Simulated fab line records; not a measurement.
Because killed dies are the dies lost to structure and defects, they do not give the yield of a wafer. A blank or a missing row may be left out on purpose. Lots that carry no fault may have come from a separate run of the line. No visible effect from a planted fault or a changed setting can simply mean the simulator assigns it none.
fab line records | flow nand-harc
record: lots: 6 wafers: 18 last-day: 24
route steps=1159 shown A_STAIRCASE@693 END@1159
lots untouched by any fault: they come from a run of this same line in which no faults occurred
start-h: hours from the record's first day to the start of the lot's first wafer shown | wait-h: how many hours have passed since the lot's step before this one | " repeats the value in the row above | L1.1+2: one row covering several wafers at once | - no value, or no start given | * or withheld: withheld | < > ~ a bound
route shown NAME@n: NAME is a module with steps in the file, n the number in the route of the first one | usual: mean/standard deviation of fault-free wafers | same: alike in all rows | chamber/n: place in a boat | sites: each site's reading | _std_site: the values' standard deviation | _edge_site: mean of outer sites minus mean of inner sites | radius-mm: how far each site lies from the wafer's centre | mask NAME#n: copy n | behind: the most recent tool/chamber to have shaped the wafer | hold: cause of the lot's hold/its duration in hours/its outcome | device: transistor that didn't switch, given as n, p or np | end of line: tests of these same wafers at the route's end | for a step that has no rows: nothing shown but its recipe | killed: not the wafer's yield, but the dies lost to structure and defects at the first sort | map: a wafer's dies, marking killed ones x, the rest . and places with no die _
set.NAME: the setting the step ran with; set.NAME@STEP: the setting that earlier step ran with | model.NAME: the simulator's own value behind a step, which no gauge read
lots at selected steps of the route; one table per step, one row per wafer
services: a tool's chamber out of use, with start hour (start-h, from the record's first day; less than 0 if before it), hours out, and reason
== steps ==
step: NHARC_A_STAIRCASE_STRIP_316
recipe: o2-flow-sccm: 500 ar-flow-sccm: 0 bias-w: 0 chemistry: O2
step: NHARC_A_STAIRCASE_STRIP_317
recipe: time-s: 900 temp-c: 130 chemistry: SPM
step: NHARC_A_STAIRCASE_PRECLEAN_318
recipe: time-s: * temp-c: 50 bath-age-min: 0 chemistry: SC1
step: NHARC_A_STAIRCASE_SRD_329
step: NHARC_A_STAIRCASE_ALD_415
recipe: target-thk-a: 300 pulse-time-s: 6 ald-cycles: 300 temp-c: 300 material: SiO2
usual: heater-power-w: 459/40 precursor-pulse-height-rel: 0.998/0.02
columns lot.wafer tool chamber start-h wait-h heater-power-w precursor-pulse-height-rel
L597.1 ald-hk-02 2 269.86 0.3 445 1.012
L597.4 " 3 " " 428 0.995
L597.6 " 1 " " 444 1.014
L599.2 ald-hk-03 1 281.45 0.1 523 1.011
L599.4 " 3 " " 454 1.012
L599.1 " 0 " " 412 0.974
L601.2 ald-hk-01 3 305.51 0.1 431 0.999
L601.4 " 1 " " 457 0.999
L601.3 " 2 " " 502 1.023
L603.2 ald-hk-01 3 317.79 0.3 440 1.006
L603.1 " 1 " " 456 1.002
L603.5 " 3 " " 435 0.989
L617.2 ald-hk-01 2 394.75 0.1 492 1.030
L617.6 " 2 " " 495 1.000
L617.5 " 3 " " 438 0.969
L616.1 ald-hk-02 2 403.50 0.3 451 0.969
L616.6 " 1 " " 441 0.981
L616.5 " 2 " " 454 1.014
step: NHARC_A_STAIRCASE_ETCHBACK_416
recipe: target-depth-a: 360 time-s: 7.2 c4f8-flow-sccm: withheld o2-flow-sccm: 8 ar-flow-sccm: withheld rf-w: 600 bias-w: 800 chemistry: C4F8/O2/Ar
step: NHARC_A_STAIRCASE_STRIP_476
recipe: time-s: 20 o2-flow-sccm: 500 ar-flow-sccm: 0 bias-w: 0 chemistry: O2
step: NHARC_A_STAIRCASE_DEP_417
recipe: target-thk-a: 600 step-coverage-pct: 20 temp-c: 400 target-thk-nm: 60 flow-sccm: 200 rf-w: 450 material: Si3N4
step: NHARC_A_STAIRCASE_WET_418
recipe: temp-c: 160 target-depth-a: 200 chemistry: H3PO4
step: NHARC_A_STAIRCASE_PRECLEAN_419
recipe: time-s: * temp-c: 50 bath-age-min: 0 chemistry: SC1
step: NHARC_A_STAIRCASE_SRD_421
step: NHARC_A_STAIRCASE_ALD_420
recipe: target-thk-a: 200 pulse-time-s: 6 ald-cycles: 200 temp-c: 300 material: SiO2
usual: heater-power-w: 457/38 precursor-pulse-height-rel: 1.002/0.02
columns lot.wafer tool chamber start-h wait-h heater-power-w precursor-pulse-height-rel
L597.4 ald-hk-02 3 275.71 - 421 1.012
L597.1 " 0 " " 516 1.042
L597.6 " 0 " " 503 1.031
L599.2 ald-hk-01 2 287.67 - 509 1.021
L599.1 " 3 " " 447 0.998
L599.4 " 0 " " 400 1.027
L601.2 ald-hk-02 2 311.69 - 439 1.006
L601.3 " 3 " " 431 1.000
L601.4 " 0 " " 513 0.973
L603.1 ald-hk-01 1 323.75 - 471 0.979
L603.2 " 3 " " 430 1.016
L603.5 " 0 " " 391 1.013
L617.2 ald-hk-02 2 401.28 - 436 1.020
L617.5 " 3 " " 429 1.001
L617.6 " 0 " " 517 1.008
L616.1 ald-hk-02 1 409.82 - 449 0.983
L616.6 " 2 " " 452 0.997
L616.5 " 3 " " 439 1.021
step: NHARC_A_STAIRCASE_CVD_552
recipe: target-thk-a: 400 temp-c: 700 pressure-mtorr: 300 material: SiNx
step: NHARC_A_STAIRCASE_DEP_151
recipe: target-thk-a: 38000 temp-c: 400 target-thk-nm: 3800 teos-flow-sccm: 200 rf-w: 500 material: SiO2
usual: heater-power-w: 675/100
columns lot.wafer tool chamber start-h wait-h heater-power-w
L597.1 pecvd-03 0 283.99 0.4 572
L597.6 " 0 " " 493
L597.4 " 1 " " 657
L599.2 pecvd-04 2 295.80 0.4 618
L599.1 " 0 " " 706
L599.4 " 1 " " 693
L601.2 pecvd-04 1 322.91 0.5 825
L601.3 " 2 " " 720
L601.4 " 0 " " 642
L603.2 pecvd-01 0 333.52 0.6 634
L603.1 " 1 " " 682
L603.5 " 0 " " 545
L617.2 pecvd-03 2 409.10 0.4 908
L617.6 " 2 " " 748
L617.5 " 0 " " 488
L616.1 pecvd-04 2 417.59 0.4 620
L616.5 " 2 " " 614
L616.6 " 1 " " 685
step: NHARC_A_STAIRCASE_ANNEAL_320
recipe: temp-c: 750 time-s: 1800
step: NHARC_A_STAIRCASE_DEP_322
recipe: target-thk-a: 38000 temp-c: 400 target-thk-nm: 3800 teos-flow-sccm: 200 rf-w: 500 material: SiO2
step: NHARC_A_STAIRCASE_ANNEAL_323
recipe: temp-c: 750 time-s: 1800
step: NHARC_A_STAIRCASE_DEP_325
recipe: target-thk-a: 38000 temp-c: 400 target-thk-nm: 3800 teos-flow-sccm: 200 rf-w: 500 material: SiO2
usual: heater-power-w: 673/91
columns lot.wafer tool chamber start-h wait-h heater-power-w
L597.1 pecvd-01 2 300.86 0.5 777
L597.6 " 0 " " 540
L597.4 " 1 " " 625
L599.1 pecvd-03 1 313.37 0.1 797
L599.2 " 0 " " 489
L599.4 " 0 " " 489
L601.3 pecvd-01 2 339.94 0.4 849
L601.2 " 0 " " 619
L601.4 " 1 " " 620
L603.2 pecvd-04 2 349.81 0.2 733
L603.1 " 1 " " 828
L603.5 " 2 " " 606
L617.2 pecvd-03 1 433.84 0.1 818
L617.5 " 2 " " 754
L617.6 " 0 " " 499
L616.1 pecvd-04 0 433.84 0.1 715
L616.6 " 1 " " 658
L616.5 " 2 " " 621
step: NHARC_A_STAIRCASE_ANNEAL_326
recipe: temp-c: 750 time-s: 1800
step: NHARC_A_STAIRCASE_DEHYDRATE_433
recipe: temp-c: 150 time-s: 120
step: NHARC_A_STAIRCASE_HMDS_434
recipe: time-s: 30
step: NHARC_A_STAIRCASE_COAT_435
recipe: spin-rpm: 1200
step: NHARC_A_STAIRCASE_SOFTBAKE_436
recipe: temp-c: 135 time-s: 170
step: NHARC_A_STAIRCASE_EBR_437
step: NHARC_A_STAIRCASE_EXPOSE_438
recipe: na: 0.5 dose-mj: 28.97 mask-id: STAIR_REV
step: NHARC_A_STAIRCASE_PEB_439
recipe: peb-temp-c: 115 peb-time-s: 130
step: NHARC_A_STAIRCASE_DEVELOP_440
recipe: time-s: 140
step: NHARC_A_STAIRCASE_HARDBAKE_442
recipe: temp-c: 120 time-s: 140
step: NHARC_A_STAIRCASE_DESCUM_443
recipe: time-s: 3 o2-flow-sccm: 200 ar-flow-sccm: 0 bias-power-w: 0 chemistry: O2
step: NHARC_A_STAIRCASE_ETCH_444
recipe: target-depth-a: 1.02e+05 time-s: 3400 c4f8-flow-sccm: 20 o2-flow-sccm: 10 ar-flow-sccm: withheld rf-w: 600 bias-w: 1000 chemistry: C4F8/O2
usual: bias-w: 999.5/2.9 oes-product-au: 0.928/0.013 rf-vpp-V: 806/5.1
columns lot.wafer tool chamber start-h wait-h bias-w oes-product-au rf-hours-counter-h rf-vpp-V
L597.4 rie-diel-12 3 308.65 0.1 996.0 0.919 31 811
L597.1 " 1 " " 997.3 0.917 29 800
L597.6 " 3 " " 999.2 0.910 - 810
L599.2 rie-diel-12 1 321.10 0.1 1003.9 0.910 33 801
L599.4 " 2 " " 993.0 0.918 34 806
L599.1 " 0 " " 1001.3 0.913 36 807
L601.3 rie-diel-11 0 347.69 0.1 1002.1 0.936 59 800
L601.4 " 2 " " 996.2 0.924 60 812
L601.2 " 3 " " 1001.6 0.937 58 814
L603.1 rie-diel-04 2 358.48 0.3 1002.7 0.924 23 805
L603.2 " 0 " " 1001.5 0.921 23 800
L603.5 " 2 " " 1003.2 0.930 - 804
L617.2 rie-diel-11 1 442.77 0.3 998.2 0.922 27 800
L617.6 " 0 " " 999.1 0.923 - 815
L617.5 " 1 " " 1003.5 0.923 - 801
L616.1 rie-diel-11 0 444.67 2.2 996.2 0.924 25 816
L616.6 " 1 " " 1001.7 0.928 - 800
L616.5 " 2 " " 997.1 0.939 - 811
step: NHARC_A_STAIRCASE_STRIP_446
recipe: power-w: 1500 temp-c: 250 chemistry: O2
usual: drypump-motor-current-A: 5.4/0.37 heater-power-w: 312/14
columns lot.wafer tool chamber start-h wait-h drypump-motor-current-A heater-power-w rf-hours-counter-h
L597.1 plasma-asher-02 0 310.94 0.1 5.9 335 39
L597.4 " 0 " " 5.8 333 -
L597.6 " 0 " " 5.8 335 -
L599.1 plasma-asher-01 0 323.37 0.0 5.6 323 11
L599.2 " 1 " " 5.0 302 11
L599.4 " 0 " " 5.6 310 -
L601.2 plasma-asher-02 1 350.02 0.1 5.0 319 52
L601.4 " 1 " " 5.0 316 -
L601.3 " 0 " " 5.8 334 -
L603.1 plasma-asher-01 0 360.53 0.1 5.6 322 24
L603.2 " 1 " " 5.0 300 24
L603.5 " 1 " " 5.0 297 -
L617.2 plasma-asher-02 1 444.79 0.0 5.1 308 25
L617.6 " 1 " " 5.1 302 -
L617.5 " 0 " " 5.9 324 -
L616.1 plasma-asher-02 1 446.22 0.0 5.1 296 25
L616.5 " 1 " " 5.1 300 -
L616.6 " 0 " " 5.9 331 -
step: NHARC_A_STAIRCASE_STRIP_447
recipe: time-s: 900 temp-c: 130 chemistry: SPM
step: NHARC_A_STAIRCASE_PRECLEAN_448
recipe: time-s: * temp-c: 50 bath-age-min: 0 chemistry: SC1
step: NHARC_A_STAIRCASE_SRD_449
step: NHARC_A_STAIRCASE_CMP_450
recipe: target-thk-nm: 200 material: SiO2
step: NHARC_A_STAIRCASE_CMP_152
step: NHARC_END_SORT_01
recipe: temp-c: 25
usual: killed-at-array: 29/11 killed-at-other: 0.6/0.92 killed-at-periphery: 3.2/2 killed-dies: 33/11 killed-open: 3.2/2 killed-short: 1.9/1.5
same: gross-dies: 677
columns lot.wafer tool chamber start-h wait-h killed-at-array killed-at-other killed-at-periphery killed-dies killed-open killed-short
L597.1 prober-02 0 459.46 2.5 18 0 2 20 2 3
L597.4 prober-02 0 461.82 3.4 17 2 4 23 6 3
L597.6 prober-02 0 463.39 3.9 25 0 4 29 2 1
L603.1 prober-01 0 492.86 2.5 36 0 6 42 3 0
L603.2 prober-01 0 493.67 2.8 37 0 1 38 1 1
L603.5 prober-01 0 496.10 3.7 38 0 3 41 4 0
L616.1 prober-01 0 571.55 2.5 133 0 2 135 2 0
L616.5 prober-01 0 574.72 3.7 92 0 1 93 0 3
L616.6 prober-01 0 575.51 4.0 114 0 2 116 3 1
L617.2 prober-01 0 580.15 2.8 120 0 3 123 4 4
L617.5 prober-01 0 582.54 3.7 87 1 1 89 6 1
L617.6 prober-01 0 583.33 4.0 129 0 0 129 1 5
killed by level:class
L597.1 A_CHANNEL_HOLE_D1:chamber-film-flake=8 A_ONON_D1:geometric-particle:short=2 A_STAIRCASE:chamber-film-flake=2 A_CONTACT:chamber-film-flake=2 P_M0:geometric-particle:open=1 A_WL_FILL:geometric-particle:short=1 A_BLC:geometric-particle:open=1 P_GATE:chamber-film-flake=1
L597.4 A_CHANNEL_HOLE_D1:chamber-film-flake=10 A_M0:geometric-particle:open=2 A_STAIRCASE:chamber-film-flake=2 P_M0:geometric-particle:open=1 P_M1:geometric-particle:short=1 P_M2:geometric-particle:open=1 A_WL_FILL:geometric-particle:short=1 A_CONTACT:geometric-particle:open=1
L597.6 A_CHANNEL_HOLE_D1:chamber-film-flake=17 A_STAIRCASE:chamber-film-flake=4 P_GATE:chamber-film-flake=2 P_M0:geometric-particle:open=1 P_M2:geometric-particle:open=1 A_WL_FILL:geometric-particle:short=1 A_ZERO_WELL:chamber-film-flake=1 A_CONTACT:chamber-film-flake=1
L603.1 A_CHANNEL_HOLE_D1:chamber-film-flake=18 A_SLIT:chamber-film-flake=11 A_CONTACT:chamber-film-flake=5 P_STI:geometric-particle:open=1 P_GATE:geometric-particle:open=1 P_M2:geometric-particle:open=1 P_STI:chamber-film-flake=1 P_M2:chamber-film-flake=1
L603.2 A_CHANNEL_HOLE_D1:chamber-film-flake=17 A_SLIT:chamber-film-flake=14 A_CHANNEL_FILL_D1:chamber-film-flake=2 A_STAIRCASE:chamber-film-flake=2 P_STI:geometric-particle:open=1 A_ONON_D1:geometric-particle:short=1 A_CONTACT:chamber-film-flake=1
L603.5 A_CHANNEL_HOLE_D1:chamber-film-flake=19 A_SLIT:chamber-film-flake=13 P_STI:chamber-film-flake=2 A_CONTACT:chamber-film-flake=2 A_ONON_D1:geometric-particle:open=1 A_WL_FILL:geometric-particle:open=1 A_CONTACT:geometric-particle:open=1 A_M0:geometric-particle:open=1
L616.1 A_STAIRCASE:unspecified=99 A_CONTACT:chamber-film-flake=14 A_CHANNEL_HOLE_D1:chamber-film-flake=10 A_STAIRCASE:chamber-film-flake=3 A_M0:geometric-particle:open=2 A_SLIT:chamber-film-flake=2 A_BLC:chamber-film-flake=2 P_ZERO_WELL:chamber-film-flake=1
L616.5 A_STAIRCASE:unspecified=70 A_STAIRCASE:chamber-film-flake=9 A_CHANNEL_HOLE_D1:chamber-film-flake=4 A_CONTACT:chamber-film-flake=4 A_WL_FILL:geometric-particle:short=2 A_BLC:geometric-particle:short=1 P_STI:chamber-film-flake=1 A_CHANNEL_FILL_D1:chamber-film-flake=1
L616.6 A_STAIRCASE:unspecified=96 A_CHANNEL_HOLE_D1:chamber-film-flake=6 A_STAIRCASE:chamber-film-flake=6 A_CONTACT:chamber-film-flake=3 P_CONTACT:geometric-particle:open=1 P_M0:geometric-particle:open=1 A_SOURCE_PLATE:geometric-particle:open=1 A_ONON_D1:geometric-particle:short=1
L617.2 A_STAIRCASE:unspecified=98 A_SLIT:chamber-film-flake=8 A_CHANNEL_HOLE_D1:chamber-film-flake=3 A_CONTACT:chamber-film-flake=3 P_M0:geometric-particle:open=2 A_ONON_D1:geometric-particle:short=2 A_CHANNEL_FILL_D1:geometric-particle:open=1 A_STAIRCASE:geometric-particle:short=1
L617.5 A_STAIRCASE:unspecified=62 A_CHANNEL_HOLE_D1:chamber-film-flake=9 A_SLIT:chamber-film-flake=7 A_BLC:geometric-particle:open=3 A_CONTACT:chamber-film-flake=3 P_M0:geometric-particle:open=1 A_SGD_CUT:geometric-particle:open=1 A_M0:geometric-particle:open=1
L617.6 A_STAIRCASE:unspecified=100 A_SLIT:chamber-film-flake=15 A_CHANNEL_HOLE_D1:chamber-film-flake=3 A_CHANNEL_FILL_D1:geometric-particle:short=2 A_WL_FILL:geometric-particle:short=2 A_STAIRCASE:chamber-film-flake=2 A_CONTACT:chamber-film-flake=2 A_ONON_D1:geometric-particle:short=1
map L616.1 (x killed, . not)
____________.____________
_________......._________
_______.......x..._______
______.............______
_____..............._____
____.....x.x.........____
____.......x.........____
___....x..x..x..x.....___
___.......x...........___
__.........xx..........__
__......x.x..x.........__
_..x...................._
_.....x.xx.............._
_.....x................._
_..x...................._
_.x..xx................._
....x....................
x...x....................
......x.....x.xx.........
........x.xxxxxxx.x.....x
...........xxxxxx.x......
_.........xxxxxxxx......_
_........xxxxxxxxxxx...._
_.........xxxxxxxx......_
_.........xxxxxxxxx....._
_........xxxxxxxxx......_
__.......xxxxxxxxx...x.__
__.....x...xxxxxxxx....__
___.........xxxxxxx...___
___........xxxxxxx..x.___
____.......x.xxx....x____
____........x......x.____
_____........x......_____
______............x______
_______..........._______
_________......._________
____________.____________
map L617.6 (x killed, . not)
____________.____________
_________......._________
_______..........._______
______.............______
_____..............._____
____.................____
____.................____
___..........x........___
___...................___
__.....................__
__x....................__
_x......................_
_xx....................._
_xxx...................._
_xxx...................._
_.x..................x.._
.x.x.....................
xx...........x...........
.xx.x......x......x......
..x.....x....xxxx.x......
...........x.xxxxx.......
_...........xxxxxxxx...._
_...........xxxxxxxxx..._
_....x......xxxxxxxxx..._
_..........x.xxxxxxx...._
_..........xxxxxxxxxx..._
__.....x.....xxxxxxxx..__
__..........xxxxxxxxx..__
___.........xxxxxxxx..___
___.........xxxxxxxx..___
____.......x.xxxxxxx.____
____..........xxxxx..____
_____............x.._____
______.............______
_______..........._______
_________......._________
____________.____________
== services ==
columns tool chamber start-h hours kind
pecvd-03 1 258.94 2.9 repair
plasma-asher-01 - 276.03 9.0 pm
pecvd-04 1 277.06 12.1 repair
ald-hk-02 - 280.80 10.0 pm
ald-hk-02 0 280.80 10.0 vent-cycle
ald-hk-02 1 280.80 10.0 vent-cycle
rie-diel-04 - 288.90 9.0 pm
pecvd-03 - 292.36 13.0 pm
plasma-asher-01 - 299.16 0.6 repair
ald-hk-02 - 318.44 13.0 repair
pecvd-03 - 323.59 2.8 repair
plasma-asher-02 - 360.61 9.0 pm
rie-diel-04 2 362.65 7.9 repair
rie-diel-11 2 363.14 3.9 repair
rie-diel-11 - 366.82 9.0 pm
pecvd-04 - 376.48 13.0 pm
rie-diel-12 - 379.69 9.0 pm
rie-diel-04 3 381.53 3.7 repair
pecvd-03 - 406.40 0.5 repair
rie-diel-12 3 406.51 1.2 repair
ald-hk-01 - 412.54 10.0 pm
pecvd-01 - 418.26 13.0 pm
rie-diel-12 - 423.86 1.4 repair
rie-diel-04 - 442.20 0.7 repair
== key ==
first-sign: step: NHARC_END_SORT_01 reading: killed-at-array direction: up sigmas: 7.8 usual: 29 struck: 112
effect: step: NHARC_END_SORT_01 reading: killed-dies direction: up sigmas: 7.3 usual: 33 struck: 114
more-kills-born-at: NHARC_A_STAIRCASE_ALD_420@ald-hk-02: 525
met-at NHARC_A_STAIRCASE_ALD_420
struck-wafers L616.1,L616.5,L616.6,L617.2,L617.5,L617.6
tester-left-out L616,L617
onset-between 311.69 401.28
also-fits time
fault: kind: chamber-particle-source tool: ald-hk-02 chamber: - onset-h: 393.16 steps: NHARC_A_STAIRCASE_ALD_420 rate-per-visit-cm2: 1.7163 end-h: 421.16
tester-left-out: of these lots the tester's yield and bins aren't shown, on N5 and GAA mostly nor the transistor test; their killed dies are dies lost to structure and defects alone, not to doping, threshold or leakage, so they don't give the yield
